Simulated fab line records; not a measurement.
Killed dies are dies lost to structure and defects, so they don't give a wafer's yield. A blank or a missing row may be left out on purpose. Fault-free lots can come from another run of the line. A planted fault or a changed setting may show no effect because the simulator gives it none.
Which tool was responsible? :: flow n5Finfet :: 23 lots, 69 wafers sampled, at 5 steps of a route of 1938

== WHAT EACH GAUGE READ, for each wafer ==
N5_FIN_CUT_OVL_MEAS_09.
lot: L074
measured: day 2 02:17
on: overlay-02
FIN_CUT_OVL (nm): 0.2 0.4 0.1

lot: L075
measured: day 2 07:56
on: overlay-02
FIN_CUT_OVL (nm): -1.2 -0.5 -0.2

lot: L076
measured: day 2 15:45
on: overlay-02
FIN_CUT_OVL (nm): -0.3 0.4 -0.3

lot: L077
measured: day 2 20:23
on: overlay-01
FIN_CUT_OVL (nm): 0.2 0.6 0.5

lot: L078
measured: day 3 03:44
on: overlay-01
FIN_CUT_OVL (nm): -0.6 -0.6 -0.5

lot: L079
measured: day 3 10:10
on: overlay-01
FIN_CUT_OVL (nm): -1.2 -1.0 -0.9

lot: L080
measured: day 3 16:03
on: overlay-02
FIN_CUT_OVL (nm): -0.7 0.0 -0.7

lot: L081
measured: day 3 21:19
on: overlay-02
FIN_CUT_OVL (nm): -1.4 -1.0 0.3

lot: L082
measured: day 4 04:47
on: overlay-02
FIN_CUT_OVL (nm): 0.0 -0.1 -0.5

lot: L083
measured: day 4 08:47
on: overlay-01
FIN_CUT_OVL (nm): 0.0 -0.2 -0.5

lot: L084
measured: day 4 14:54
on: overlay-02
FIN_CUT_OVL (nm): -0.6 0.2 0.0

lot: L085
measured: day 4 22:00
on: overlay-02
FIN_CUT_OVL (nm): -0.4 -0.7 -0.5

lot: L086
measured: day 5 03:31
on: overlay-02
FIN_CUT_OVL (nm): -0.1 -0.6 -1.2

lot: L087
measured: day 5 10:04
on: overlay-02
FIN_CUT_OVL (nm): -0.5 0.3 -0.5

lot: L088
measured: day 5 15:09
on: overlay-02
FIN_CUT_OVL (nm): -0.8 -0.5 -0.2

lot: L089
measured: day 5 21:40
on: overlay-02
FIN_CUT_OVL (nm): -0.4 -0.7 -0.3

lot: L090
measured: day 6 05:01
on: overlay-01
FIN_CUT_OVL (nm): 0.4 -0.3 -0.1

lot: L091
measured: day 6 10:56
on: overlay-02
FIN_CUT_OVL (nm): -0.9 0.3 -1.1

lot: L092
measured: day 6 15:49
on: overlay-01
FIN_CUT_OVL (nm): 0.0 0.5 -0.3

lot: L093
measured: day 6 22:07
on: overlay-02
FIN_CUT_OVL (nm): 0.4 0.8 1.3

lot: L094
measured: day 7 05:34
on: overlay-01
FIN_CUT_OVL (nm): -0.6 -0.5 -0.9

lot: L096
measured: day 7 16:20
on: overlay-02
FIN_CUT_OVL (nm): -1.1 -1.7 -0.4

lot: L097
measured: day 7 22:23
on: overlay-02
FIN_CUT_OVL (nm): 0.1 0.2 0.1

N5_STI_FIN_REVEAL_THK_MEAS_05.
lot: L074
measured: day 2 08:44
on: filmMetro-01
thkNm (nm): 133.3 130.5 133.5

lot: L075
measured: day 2 15:01
on: filmMetro-02
thkNm (nm): 133.2 131.9 132.9

lot: L076
measured: day 2 23:39
on: filmMetro-02
thkNm (nm): 131.1 132.0 130.6

lot: L077
measured: day 3 03:24
on: filmMetro-02
thkNm (nm): 131.7 133.3 132.4

lot: L078
measured: day 3 10:14
on: filmMetro-02
thkNm (nm): 130.1 131.9 134.3

lot: L079
measured: day 3 17:43
on: filmMetro-01
thkNm (nm): 134.4 131.8 133.7

lot: L080
measured: day 3 22:32
on: filmMetro-01
thkNm (nm): 131.6 133.8 132.7

lot: L081
measured: day 4 03:55
on: filmMetro-01
thkNm (nm): 133.1 133.0 131.6

lot: L082
measured: day 4 12:01
on: filmMetro-02
thkNm (nm): 129.2 133.6 129.2

lot: L083
measured: day 4 16:03
on: filmMetro-02
thkNm (nm): 134.0 130.3 130.4

lot: L084
measured: day 4 22:43
on: filmMetro-01
thkNm (nm): 134.3 134.1 131.5

lot: L085
measured: day 5 04:31
on: filmMetro-01
thkNm (nm): 130.2 132.2 130.3

lot: L086
measured: day 5 10:12
on: filmMetro-02
thkNm (nm): 130.9 131.1 130.9

lot: L087
measured: day 5 16:29
on: filmMetro-02
thkNm (nm): 132.8 133.3 129.4

lot: L088
measured: day 5 21:58
on: filmMetro-01
thkNm (nm): 130.8 133.5 132.3

lot: L089
measured: day 6 04:05
on: filmMetro-01
thkNm (nm): 133.2 133.4 132.5

lot: L090
measured: day 6 11:43
on: filmMetro-02
thkNm (nm): 131.2 131.3 131.9

lot: L091
measured: day 6 17:25
on: filmMetro-02
thkNm (nm): 132.6 131.0 131.2

lot: L092
measured: day 6 22:23
on: filmMetro-02
thkNm (nm): 131.9 132.5 133.2

lot: L093
measured: day 7 04:54
on: filmMetro-01
thkNm (nm): 132.3 132.6 130.3

lot: L094
measured: day 7 12:03
on: filmMetro-02
thkNm (nm): 131.8 133.0 131.7

lot: L096
measured: day 7 22:46
on: filmMetro-02
thkNm (nm): 132.9 130.7 132.3

lot: L097
measured: day 8 05:25
on: filmMetro-01
thkNm (nm): 132.7 133.5 133.6

== EACH LOT AND THE TOOL THAT RAN IT (in order: tool; ch and the chambers of the sampled wafers; start) ==
lot: L074
N5_FIN_SAQP_HM_DEP_72: pecvd-04 ch 0,1,2, day 1 21:12
N5_FIN_SAQP_RECESS_63: vaporEtch-02 ch 0,1, day 2 00:04
N5_FIN_SAQP_STRIP_77: rieDiel-01 ch 2,3, day 2 01:31

lot: L075
N5_FIN_SAQP_HM_DEP_72: pecvd-01 ch 0,1, day 2 02:41
N5_FIN_SAQP_RECESS_63: vaporEtch-02 ch 0,1, day 2 05:44
N5_FIN_SAQP_STRIP_77: rieDiel-03 ch 0,2,3, day 2 07:01

lot: L076
N5_FIN_SAQP_HM_DEP_72: pecvd-04 ch 1,2, day 2 09:40
N5_FIN_SAQP_RECESS_63: vaporEtch-01 ch 0,1, day 2 12:50
N5_FIN_SAQP_STRIP_77: rieDiel-03 ch 1,2,3, day 2 14:51

lot: L077
N5_FIN_SAQP_HM_DEP_72: pecvd-04 ch 1,2, day 2 15:12
N5_FIN_SAQP_RECESS_63: vaporEtch-01 ch 0,1, day 2 17:55
N5_FIN_SAQP_STRIP_77: rieDiel-01 ch 2, day 2 19:34

lot: L078
N5_FIN_SAQP_HM_DEP_72: pecvd-03 ch 0,1,2, day 2 21:55
N5_FIN_SAQP_RECESS_63: vaporEtch-01 ch 1, day 3 01:14
N5_FIN_SAQP_STRIP_77: rieDiel-03 ch 0,3, day 3 02:50

lot: L079
N5_FIN_SAQP_HM_DEP_72: pecvd-04 ch 0,1,2, day 3 03:46
N5_FIN_SAQP_RECESS_63: vaporEtch-01 ch 0,1, day 3 07:32
N5_FIN_SAQP_STRIP_77: rieDiel-05 ch 1,2,3, day 3 09:22

lot: L080
N5_FIN_SAQP_HM_DEP_72: pecvd-04 ch 0,2, day 3 09:31
N5_FIN_SAQP_RECESS_63: vaporEtch-02 ch 0,1, day 3 13:25
N5_FIN_SAQP_STRIP_77: rieDiel-01 ch 2,3, day 3 15:09

lot: L081
N5_FIN_SAQP_HM_DEP_72: pecvd-01 ch 0,1,2, day 3 15:40
N5_FIN_SAQP_RECESS_63: vaporEtch-01 ch 0,1, day 3 18:40
N5_FIN_SAQP_STRIP_77: rieDiel-05 ch 1,2, day 3 20:25

lot: L082
N5_FIN_SAQP_HM_DEP_72: pecvd-04 ch 0,2, day 3 23:42
N5_FIN_SAQP_RECESS_63: vaporEtch-01 ch 0,1, day 4 02:33
N5_FIN_SAQP_STRIP_77: rieDiel-01 ch 0,1,2, day 4 04:01

lot: L083
N5_FIN_SAQP_HM_DEP_72: pecvd-04 ch 0,1,2, day 4 03:43
N5_FIN_SAQP_RECESS_63: vaporEtch-01 ch 0,1, day 4 06:27
N5_FIN_SAQP_STRIP_77: rieDiel-01 ch 0,2,3, day 4 08:01

lot: L084
N5_FIN_SAQP_HM_DEP_72: pecvd-03 ch 0,1,2, day 4 09:42
N5_FIN_SAQP_RECESS_63: vaporEtch-02 ch 0,1, day 4 12:34
N5_FIN_SAQP_STRIP_77: rieDiel-01 ch 0,1,2, day 4 14:07

lot: L085
N5_FIN_SAQP_HM_DEP_72: pecvd-03 ch 0,1,2, day 4 15:42
N5_FIN_SAQP_RECESS_63: vaporEtch-01 ch 0,1, day 4 18:59
N5_FIN_SAQP_STRIP_77: rieDiel-01 ch 1,2, day 4 21:13

lot: L086
N5_FIN_SAQP_HM_DEP_72: pecvd-04 ch 0,1, day 4 21:35
N5_FIN_SAQP_RECESS_63: vaporEtch-01 ch 0,1, day 5 00:35
N5_FIN_SAQP_STRIP_77: rieDiel-01 ch 0,2,3, day 5 02:36

lot: L087
N5_FIN_SAQP_HM_DEP_72: pecvd-03 ch 0,2, day 5 04:33
N5_FIN_SAQP_RECESS_63: vaporEtch-01 ch 0,1, day 5 07:52
N5_FIN_SAQP_STRIP_77: rieDiel-03 ch 0,1,2, day 5 09:16

lot: L088
N5_FIN_SAQP_HM_DEP_72: pecvd-03 ch 0,1, day 5 10:04
N5_FIN_SAQP_RECESS_63: vaporEtch-01 ch 0,1, day 5 13:01
N5_FIN_SAQP_STRIP_77: rieDiel-01 ch 1,2,3, day 5 14:22

lot: L089
N5_FIN_SAQP_HM_DEP_72: pecvd-03 ch 0,2, day 5 15:47
N5_FIN_SAQP_RECESS_63: vaporEtch-02 ch 0,1, day 5 19:11
N5_FIN_SAQP_STRIP_77: rieDiel-05 ch 0,2, day 5 20:53

lot: L090
N5_FIN_SAQP_HM_DEP_72: pecvd-01 ch 0,1,2, day 5 22:35
N5_FIN_SAQP_RECESS_63: vaporEtch-01 ch 0,1, day 6 02:19
N5_FIN_SAQP_STRIP_77: rieDiel-05 ch 1,2, day 6 04:04

lot: L091
N5_FIN_SAQP_HM_DEP_72: pecvd-01 ch 1,2, day 6 04:18
N5_FIN_SAQP_RECESS_63: vaporEtch-02 ch 0,1, day 6 08:31
N5_FIN_SAQP_STRIP_77: rieDiel-03 ch 0,2,3, day 6 10:01

lot: L092
N5_FIN_SAQP_HM_DEP_72: pecvd-04 ch 1,2, day 6 10:30
N5_FIN_SAQP_RECESS_63: vaporEtch-01 ch 0,1, day 6 13:30
N5_FIN_SAQP_STRIP_77: rieDiel-03 ch 1,2, day 6 14:55

lot: L093
N5_FIN_SAQP_HM_DEP_72: pecvd-04 ch 0,1, day 6 16:40
N5_FIN_SAQP_RECESS_63: vaporEtch-02 ch 0,1, day 6 19:55
N5_FIN_SAQP_STRIP_77: rieDiel-03 ch 1,2,3, day 6 21:13

lot: L094
N5_FIN_SAQP_HM_DEP_72: pecvd-03 ch 0,1,2, day 6 23:22
N5_FIN_SAQP_RECESS_63: vaporEtch-02 ch 0,1, day 7 02:28
N5_FIN_SAQP_STRIP_77: rieDiel-03 ch 1,3, day 7 04:44

lot: L096
N5_FIN_SAQP_HM_DEP_72: pecvd-01 ch 0,1, day 7 10:44
N5_FIN_SAQP_RECESS_63: vaporEtch-01 ch 0,1, day 7 14:01
N5_FIN_SAQP_STRIP_77: rieDiel-01 ch 2,3, day 7 15:26

lot: L097
N5_FIN_SAQP_HM_DEP_72: pecvd-01 ch 0,1,2, day 7 15:44
N5_FIN_SAQP_RECESS_63: vaporEtch-01 ch 1, day 7 19:05
N5_FIN_SAQP_STRIP_77: rieDiel-01 ch 0,1,3, day 7 21:37
- N5_FIN_SAQP_HM_DEP_72: deposits SiO2 from SiH4/N2O, target thk 12 nm, time 7.2 s.
- N5_FIN_SAQP_RECESS_63: chemistry HF/NH3, target SiO2, target depth 18 nm, afs cycles 3, sublimation time 60 s.
- N5_FIN_SAQP_STRIP_77: strips in N2/H2, time 90 s.

== AS READ BY THE TOOLS THEMSELVES (means over the sampled wafers that have a number; for cases with no such wafer, the mark the record gives instead) ==
N5_FIN_SAQP_HM_DEP_72.
lot: L074
tool: pecvd-04
heaterPowerOuterW (W): 347
heaterPowerW (W): 605
rfFwdPowerW (W): 272.8
showerheadPlenumPTorr (Torr): 8.09
susceptorTempC (C): 399.94

lot: L075
tool: pecvd-01
heaterPowerOuterW (W): 379
heaterPowerW (W): 658
rfFwdPowerW (W): 273.2
showerheadPlenumPTorr (Torr): 8.17
susceptorTempC (C): 400.22

lot: L076
tool: pecvd-04
heaterPowerOuterW (W): 355
heaterPowerW (W): 619
rfFwdPowerW (W): 271.9
showerheadPlenumPTorr (Torr): 8.13
susceptorTempC (C): 400.08

lot: L077
tool: pecvd-04
heaterPowerOuterW (W): 388
heaterPowerW (W): 682
rfFwdPowerW (W): 270.7
showerheadPlenumPTorr (Torr): 8.15
susceptorTempC (C): 399.97

lot: L078
tool: pecvd-03
heaterPowerOuterW (W): 546
heaterPowerW (W): 899
rfFwdPowerW (W): 272.3
showerheadPlenumPTorr (Torr): 8.17
susceptorTempC (C): 399.94

lot: L079
tool: pecvd-04
heaterPowerOuterW (W): 404
heaterPowerW (W): 686
rfFwdPowerW (W): 271.3
showerheadPlenumPTorr (Torr): 8.08
susceptorTempC (C): 400.15

lot: L080
tool: pecvd-04
heaterPowerOuterW (W): 452
heaterPowerW (W): 732
rfFwdPowerW (W): 272.3
showerheadPlenumPTorr (Torr): 8.09
susceptorTempC (C): 399.91

lot: L081
tool: pecvd-01
heaterPowerOuterW (W): 464
heaterPowerW (W): 759
rfFwdPowerW (W): 273.3
showerheadPlenumPTorr (Torr): 8.18
susceptorTempC (C): 399.97

lot: L082
tool: pecvd-04
heaterPowerOuterW (W): 464
heaterPowerW (W): 716
rfFwdPowerW (W): 272.8
showerheadPlenumPTorr (Torr): 8.02
susceptorTempC (C): 400.12

lot: L083
tool: pecvd-04
heaterPowerOuterW (W): 374
heaterPowerW (W): 633
rfFwdPowerW (W): 272.7
showerheadPlenumPTorr (Torr): 8.08
susceptorTempC (C): 400.03

lot: L084
tool: pecvd-03
heaterPowerOuterW (W): 520
heaterPowerW (W): 877
rfFwdPowerW (W): 272.0
showerheadPlenumPTorr (Torr): 8.18
susceptorTempC (C): 400.00

lot: L085
tool: pecvd-03
heaterPowerOuterW (W): 543
heaterPowerW (W): 906
rfFwdPowerW (W): 271.9
showerheadPlenumPTorr (Torr): 8.18
susceptorTempC (C): 399.91

lot: L086
tool: pecvd-04
heaterPowerOuterW (W): 328
heaterPowerW (W): 600
rfFwdPowerW (W): 273.3
showerheadPlenumPTorr (Torr): 8.09
susceptorTempC (C): 400.22

lot: L087
tool: pecvd-03
heaterPowerOuterW (W): 485
heaterPowerW (W): 815
rfFwdPowerW (W): 272.0
showerheadPlenumPTorr (Torr): 8.10
susceptorTempC (C): 399.84

lot: L088
tool: pecvd-03
heaterPowerOuterW (W): 584
heaterPowerW (W): 941
rfFwdPowerW (W): 272.4
showerheadPlenumPTorr (Torr): 8.18
susceptorTempC (C): 399.79

lot: L089
tool: pecvd-03
heaterPowerOuterW (W): 491
heaterPowerW (W): 836
rfFwdPowerW (W): 272.0
showerheadPlenumPTorr (Torr): 8.08
susceptorTempC (C): 399.75

lot: L090
tool: pecvd-01
heaterPowerOuterW (W): 445
heaterPowerW (W): 734
rfFwdPowerW (W): 273.7
showerheadPlenumPTorr (Torr): 8.18
susceptorTempC (C): 399.91

lot: L091
tool: pecvd-01
heaterPowerOuterW (W): 413
heaterPowerW (W): 659
rfFwdPowerW (W): 273.9
showerheadPlenumPTorr (Torr): 8.25
susceptorTempC (C): 400.09

lot: L092
tool: pecvd-04
heaterPowerOuterW (W): 404
heaterPowerW (W): 681
rfFwdPowerW (W): 272.4
showerheadPlenumPTorr (Torr): 8.14
susceptorTempC (C): 400.01

lot: L093
tool: pecvd-04
heaterPowerOuterW (W): 350
heaterPowerW (W): 613
rfFwdPowerW (W): 272.8
showerheadPlenumPTorr (Torr): 8.09
susceptorTempC (C): 399.77

lot: L094
tool: pecvd-03
heaterPowerOuterW (W): 541
heaterPowerW (W): 909
rfFwdPowerW (W): 272.3
showerheadPlenumPTorr (Torr): 8.18
susceptorTempC (C): 399.95

lot: L096
tool: pecvd-01
heaterPowerOuterW (W): 369
heaterPowerW (W): 657
rfFwdPowerW (W): 273.8
showerheadPlenumPTorr (Torr): 8.08
susceptorTempC (C): 400.05

lot: L097
tool: pecvd-01
heaterPowerOuterW (W): 440
heaterPowerW (W): 722
rfFwdPowerW (W): 274.1
showerheadPlenumPTorr (Torr): 8.19
susceptorTempC (C): 399.88

N5_FIN_SAQP_RECESS_63.
lot: L074
tool: vaporEtch-02
drypumpMotorCurrentA (A): 5.3
forelinePTorr (Torr): 0.1281
tempC (C): 30.03

lot: L075
tool: vaporEtch-02
drypumpMotorCurrentA (A): 5.1
forelinePTorr (Torr): 0.1277
tempC (C): 29.99

lot: L076
tool: vaporEtch-01
drypumpMotorCurrentA (A): 5.6
forelinePTorr (Torr): 0.1278
tempC (C): 30.02

lot: L077
tool: vaporEtch-01
drypumpMotorCurrentA (A): 5.6
forelinePTorr (Torr): 0.1277
tempC (C): 30.00

lot: L078
tool: vaporEtch-01
drypumpMotorCurrentA (A): 5.2
forelinePTorr (Torr): 0.1278
tempC (C): 29.93

lot: L079
tool: vaporEtch-01
drypumpMotorCurrentA (A): 5.6
forelinePTorr (Torr): 0.1282
tempC (C): 30.09

lot: L080
tool: vaporEtch-02
drypumpMotorCurrentA (A): 5.3
forelinePTorr (Torr): 0.1278
tempC (C): 30.08

lot: L081
tool: vaporEtch-01
drypumpMotorCurrentA (A): 5.9
forelinePTorr (Torr): 0.1282
tempC (C): 30.03

lot: L082
tool: vaporEtch-01
drypumpMotorCurrentA (A): 5.6
forelinePTorr (Torr): 0.1282
tempC (C): 30.02

lot: L083
tool: vaporEtch-01
drypumpMotorCurrentA (A): 5.9
forelinePTorr (Torr): 0.1281
tempC (C): 29.89

lot: L084
tool: vaporEtch-02
drypumpMotorCurrentA (A): 5.2
forelinePTorr (Torr): 0.1280
tempC (C): 29.99

lot: L085
tool: vaporEtch-01
drypumpMotorCurrentA (A): 5.6
forelinePTorr (Torr): 0.1281
tempC (C): 30.05

lot: L086
tool: vaporEtch-01
drypumpMotorCurrentA (A): 5.9
forelinePTorr (Torr): 0.1277
tempC (C): 30.06

lot: L087
tool: vaporEtch-01
drypumpMotorCurrentA (A): 5.6
forelinePTorr (Torr): 0.1275
tempC (C): 30.09

lot: L088
tool: vaporEtch-01
drypumpMotorCurrentA (A): 5.6
forelinePTorr (Torr): 0.1282
tempC (C): 30.03

lot: L089
tool: vaporEtch-02
drypumpMotorCurrentA (A): 5.3
forelinePTorr (Torr): 0.1279
tempC (C): 29.99

lot: L090
tool: vaporEtch-01
drypumpMotorCurrentA (A): 5.9
forelinePTorr (Torr): 0.1279
tempC (C): 29.93

lot: L091
tool: vaporEtch-02
drypumpMotorCurrentA (A): 5.3
forelinePTorr (Torr): 0.1279
tempC (C): 29.94

lot: L092
tool: vaporEtch-01
drypumpMotorCurrentA (A): 5.9
forelinePTorr (Torr): 0.1276
tempC (C): 30.01

lot: L093
tool: vaporEtch-02
drypumpMotorCurrentA (A): 5.3
forelinePTorr (Torr): 0.1280
tempC (C): 29.97

lot: L094
tool: vaporEtch-02
drypumpMotorCurrentA (A): 5.3
forelinePTorr (Torr): 0.1279
tempC (C): 29.95

lot: L096
tool: vaporEtch-01
drypumpMotorCurrentA (A): 5.6
forelinePTorr (Torr): 0.1280
tempC (C): 30.08

lot: L097
tool: vaporEtch-01
drypumpMotorCurrentA (A): 5.2
forelinePTorr (Torr): 0.1279
tempC (C): 29.99

N5_FIN_SAQP_STRIP_77.
lot: L074
tool: rieDiel-01
drypumpMotorCurrentA (A): 5.8
oesProductAu (a.u.): 0.76
rfVppV (V): 46.2
showerheadPlenumPTorr (Torr): 3.27
tempC (C): 39.98
throttleValvePct (%): 12.2

lot: L075
tool: rieDiel-03
drypumpMotorCurrentA (A): 5.6
oesProductAu (a.u.): 0.78
rfVppV (V): 45.0
showerheadPlenumPTorr (Torr): 3.32
tempC (C): 39.95
throttleValvePct (%): 12.2

lot: L076
tool: rieDiel-03
drypumpMotorCurrentA (A): 5.5
oesProductAu (a.u.): 0.74
rfVppV (V): 45.4
showerheadPlenumPTorr (Torr): 3.31
tempC (C): 39.99
throttleValvePct (%): 12.2

lot: L077
tool: rieDiel-01
drypumpMotorCurrentA (A): 5.9
oesProductAu (a.u.): 0.73
rfVppV (V): 44.7
showerheadPlenumPTorr (Torr): 3.19
tempC (C): 39.82
throttleValvePct (%): 12.5

lot: L078
tool: rieDiel-03
drypumpMotorCurrentA (A): 5.5
oesProductAu (a.u.): 0.80
rfVppV (V): 45.5
showerheadPlenumPTorr (Torr): 3.35
tempC (C): 40.10
throttleValvePct (%): 12.3

lot: L079
tool: rieDiel-05
drypumpMotorCurrentA (A): 5.9
oesProductAu (a.u.): 0.75
rfVppV (V): 44.9
showerheadPlenumPTorr (Torr): 3.30
tempC (C): 40.06
throttleValvePct (%): 12.2

lot: L080
tool: rieDiel-01
drypumpMotorCurrentA (A): 5.8
oesProductAu (a.u.): 0.75
rfVppV (V): 45.9
showerheadPlenumPTorr (Torr): 3.26
tempC (C): 39.93
throttleValvePct (%): 12.3

lot: L081
tool: rieDiel-05
drypumpMotorCurrentA (A): 5.7
oesProductAu (a.u.): 0.75
rfVppV (V): 45.3
showerheadPlenumPTorr (Torr): 3.30
tempC (C): 39.91
throttleValvePct (%): 12.3

lot: L082
tool: rieDiel-01
drypumpMotorCurrentA (A): 5.6
oesProductAu (a.u.): 0.70
rfVppV (V): 45.8
showerheadPlenumPTorr (Torr): 3.38
tempC (C): 39.95
throttleValvePct (%): 12.6

lot: L083
tool: rieDiel-01
drypumpMotorCurrentA (A): 5.8
oesProductAu (a.u.): 0.73
rfVppV (V): 45.5
showerheadPlenumPTorr (Torr): 3.35
tempC (C): 40.00
throttleValvePct (%): 12.3

lot: L084
tool: rieDiel-01
drypumpMotorCurrentA (A): 5.6
oesProductAu (a.u.): 0.70
rfVppV (V): 45.8
showerheadPlenumPTorr (Torr): 3.38
tempC (C): 39.94
throttleValvePct (%): 12.6

lot: L085
tool: rieDiel-01
drypumpMotorCurrentA (A): 5.3
oesProductAu (a.u.): 0.71
rfVppV (V): 45.9
showerheadPlenumPTorr (Torr): 3.40
tempC (C): 39.99
throttleValvePct (%): 12.7

lot: L086
tool: rieDiel-01
drypumpMotorCurrentA (A): 5.8
oesProductAu (a.u.): 0.73
rfVppV (V): 45.2
showerheadPlenumPTorr (Torr): 3.35
tempC (C): 40.04
throttleValvePct (%): 12.3

lot: L087
tool: rieDiel-03
drypumpMotorCurrentA (A): 5.5
oesProductAu (a.u.): 0.78
rfVppV (V): 44.8
showerheadPlenumPTorr (Torr): 3.34
tempC (C): 40.02
throttleValvePct (%): 12.3

lot: L088
tool: rieDiel-01
drypumpMotorCurrentA (A): 5.5
oesProductAu (a.u.): 0.74
rfVppV (V): 44.5
showerheadPlenumPTorr (Torr): 3.36
tempC (C): 40.03
throttleValvePct (%): 12.4

lot: L089
tool: rieDiel-05
drypumpMotorCurrentA (A): 5.0
oesProductAu (a.u.): 0.84
rfVppV (V): 45.3
showerheadPlenumPTorr (Torr): 3.41
tempC (C): 40.05
throttleValvePct (%): 11.9

lot: L090
tool: rieDiel-05
drypumpMotorCurrentA (A): 5.7
oesProductAu (a.u.): 0.77
rfVppV (V): 44.9
showerheadPlenumPTorr (Torr): 3.28
tempC (C): 39.93
throttleValvePct (%): 12.2

lot: L091
tool: rieDiel-03
drypumpMotorCurrentA (A): 5.7
oesProductAu (a.u.): 0.82
rfVppV (V): 45.5
showerheadPlenumPTorr (Torr): 3.44
tempC (C): 40.03
throttleValvePct (%): 12.0

lot: L092
tool: rieDiel-03
drypumpMotorCurrentA (A): 5.7
oesProductAu (a.u.): 0.84
rfVppV (V): 45.8
showerheadPlenumPTorr (Torr): 3.44
tempC (C): 40.02
throttleValvePct (%): 12.0

lot: L093
tool: rieDiel-03
drypumpMotorCurrentA (A): 5.5
oesProductAu (a.u.): 0.80
rfVppV (V): 45.0
showerheadPlenumPTorr (Torr): 3.43
tempC (C): 40.11
throttleValvePct (%): 12.1

lot: L094
tool: rieDiel-03
drypumpMotorCurrentA (A): 5.3
oesProductAu (a.u.): 0.77
rfVppV (V): 44.2
showerheadPlenumPTorr (Torr): 3.42
tempC (C): 39.98
throttleValvePct (%): 12.1

lot: L096
tool: rieDiel-01
drypumpMotorCurrentA (A): 5.8
oesProductAu (a.u.): 0.71
rfVppV (V): 44.6
showerheadPlenumPTorr (Torr): 3.24
tempC (C): 40.06
throttleValvePct (%): 12.4

lot: L097
tool: rieDiel-01
drypumpMotorCurrentA (A): 5.5
oesProductAu (a.u.): 0.80
rfVppV (V): 45.5
showerheadPlenumPTorr (Torr): 3.44
tempC (C): 40.05
throttleValvePct (%): 12.2

== THE ANSWER, worked out from the rows above alone ==
Rule: usual is defined by the lots themselves. The widest of any qualifying gaps counts: lots, ordered by their means at a reading, are off when they make up no more than a third of the lots, leave a main group of 4 or more, and stand apart from it by 3 or more times the standard deviation of that group's means. A main group whose means are all the same, to the digits that the tables above print for the reading, isn't used. Also off: a lot with no number at a reading for which 4 or more lots have one. The other lots that the step has rows for count as sound. After the gauges, taken in route order, come the tools' own readings; for these a lot's mean is taken, as printed above. The first step at which some lot is off is used, and at that step the reading that is off furthest; a lot without a number counts as furthest.
No lot is off on any of the readings shown, so nothing can be concluded from this.

== WHAT THE SIMULATOR PUT IN ==
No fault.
